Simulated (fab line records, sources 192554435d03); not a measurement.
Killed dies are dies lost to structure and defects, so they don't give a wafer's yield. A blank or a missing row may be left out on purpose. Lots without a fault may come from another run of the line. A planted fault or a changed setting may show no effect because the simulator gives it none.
Split-lot experiment | flow n5_finfet | 7 lots, 21 wafers read, on a route of 1938 steps

THE SPLIT
At N5_DUMMY_GATE_COAT_09 (resist thk 30 nm), the setting spin_rpm was moved away from the recipe's 1500 rpm on 6 of the 21 wafers read, by -9.8% to +10.9%. The other wafers ran this setting at the recipe's value.

FROM THE SPLIT TO THE READING: what the file shows between them, 5 steps
- N5_DUMMY_GATE_EXPOSE_12: exposes mask GATE, target cd 25 nm (also split here: dose_mj)
- N5_DUMMY_GATE_PEB_13: peb time 60 s
- N5_DUMMY_GATE_DEVELOP_14: develop time 30 s
- N5_DUMMY_GATE_DESCUM_20: chemistry O2, time 6.2 s
- N5_DUMMY_GATE_ETCH_29: etches underlayer in N2/H2, target depth 13 nm

THE READING
CAR-EUV_of_DUMMY_GATE_COAT_09.thk_nm (the simulator's own value, which no gauge read), in nm, at N5_DUMMY_GATE_ETCH_36 (etches SiARC in CF4, target depth 13 nm). The file gives no usual value for it. The 15 wafers here that ran the recipe average 11.3 nm, standard deviation 0.12 nm.

wafer  | tool, chamber at the split | spin_rpm as run, rpm | against the recipe | CAR-EUV_of_DUMMY_GATE_COAT_09.thk_nm, nm | against lot-mates on the recipe
L074.4 | litho_track-02, 0          | 1500                 | recipe             | 11.2                                     | -
L074.5 | litho_track-02, 0          | 1500                 | recipe             | 11.2                                     | -
L074.6 | litho_track-02, 0          | 1664                 | +10.9%             | 9.6                                      | -1.6
L075.3 | litho_track-04, 0          | 1353                 | -9.8%              | 13                                       | +1.7
L075.5 | litho_track-04, 0          | 1500                 | recipe             | 11.4                                     | -
L075.6 | litho_track-04, 0          | 1500                 | recipe             | 11.2                                     | -
L082.2 | litho_track-04, 0          | 1382                 | -7.9%              | 12.6                                     | +1.2
L082.3 | litho_track-04, 0          | 1382                 | -7.9%              | 12.4                                     | +1.0
L082.5 | litho_track-04, 0          | 1500                 | recipe             | 11.4                                     | -
L083.1 | litho_track-02, 0          | 1500                 | recipe             | 11.2                                     | -
L083.2 | litho_track-02, 0          | 1650                 | +10.0%             | 10.4                                     | -0.9
L083.5 | litho_track-02, 0          | 1500                 | recipe             | 11.4                                     | -
L084.1 | litho_track-04, 0          | 1500                 | recipe             | 11.4                                     | -
L084.3 | litho_track-04, 0          | 1500                 | recipe             | 11.4                                     | -
L084.4 | litho_track-04, 0          | 1636                 | +9.1%              | 9.8                                      | -1.6
L085.3 | litho_track-05, 0          | 1500                 | recipe             | 11.6                                     | -
L085.4 | litho_track-05, 0          | 1500                 | recipe             | 11.2                                     | -
L085.6 | litho_track-05, 0          | 1500                 | recipe             | 11.4                                     | -
L092.2 | litho_track-02, 0          | 1500                 | recipe             | 11.2                                     | -
L092.3 | litho_track-02, 0          | 1500                 | recipe             | 11.4                                     | -
L092.5 | litho_track-02, 0          | 1500                 | recipe             | 11.4                                     | -

THE FIT
A straight line over all 21 wafers: CAR-EUV_of_DUMMY_GATE_COAT_09.thk_nm changes by -0.148 nm for each +1% of spin_rpm; r = -0.97; the points scatter about the line by 0.18 nm.
The same after taking each lot's own level away (the mean of its wafers on the recipe; 21 wafers): -0.144 nm for each +1%; r = -0.97; scatter 0.18 nm.
On that fit, the largest move of spin_rpm shifts the reading by 1.6 nm.
The lots' own levels span 11.20 to 11.40 nm, that is 1.7 times the standard deviation above.
So the lot-to-lot level changes the slope little: the two slopes agree.
Check: with one of the wafers moved furthest among these (+10.9%) left out of the fit, the line predicts -1.53 nm for it against its lot-mates. It came out at -1.6 nm against them.

OTHER SPLITS ON THESE WAFERS
These wafers also went through other splits before the reading. Each is held against what the fit with the lots' levels taken away leaves over:
other split on the same wafers  | wafers away from the commonest value | r with CAR-EUV_of_DUMMY_GATE_COAT_09.thk_nm (lot level and that fit taken away)
N5_ZERO_LAYER_PEB_09 peb_time_s | as run: not given for these wafers   | -
N5_ZERO_LAYER_ETCH_18 icp_w     | 4                                    | +0.01
N5_WELL_APT_PEB_23 peb_time_s   | 9                                    | -0.34
N5_WELL_APT_DESCUM_30 time_s    | 7                                    | -0.06
N5_FIN_SAQP_PEB_14 peb_time_s   | 9                                    | -0.26
N5_DUMMY_GATE_EXPOSE_12 dose_mj | 4                                    | -0.19

THE WHOLE CHAIN: every reading that the file lists as answering this split, in the file's order
step                  | what it does                                   | reading                                                                               | change (the file's fit)               | r (the file's)
N5_DUMMY_GATE_COAT_09 | resist thk 30 nm                               | CAR-EUV_of_DUMMY_GATE_COAT_09.thk_nm (the simulator's own value, which no gauge read) | -0.149 nm for each +1% of the setting | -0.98
N5_DUMMY_GATE_ETCH_29 | etches underlayer in N2/H2, target depth 13 nm | CAR-EUV_of_DUMMY_GATE_COAT_09.thk_nm (the simulator's own value, which no gauge read) | -0.156 nm for each +1% of the setting | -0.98
N5_DUMMY_GATE_ETCH_36 | etches SiARC in CF4, target depth 13 nm        | CAR-EUV_of_DUMMY_GATE_COAT_09.thk_nm (the simulator's own value, which no gauge read) | -0.144 nm for each +1% of the setting | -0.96

THE FILE'S OWN FIT
CAR-EUV_of_DUMMY_GATE_COAT_09.thk_nm changes by -0.144 nm for each +1% of spin_rpm, r = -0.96.
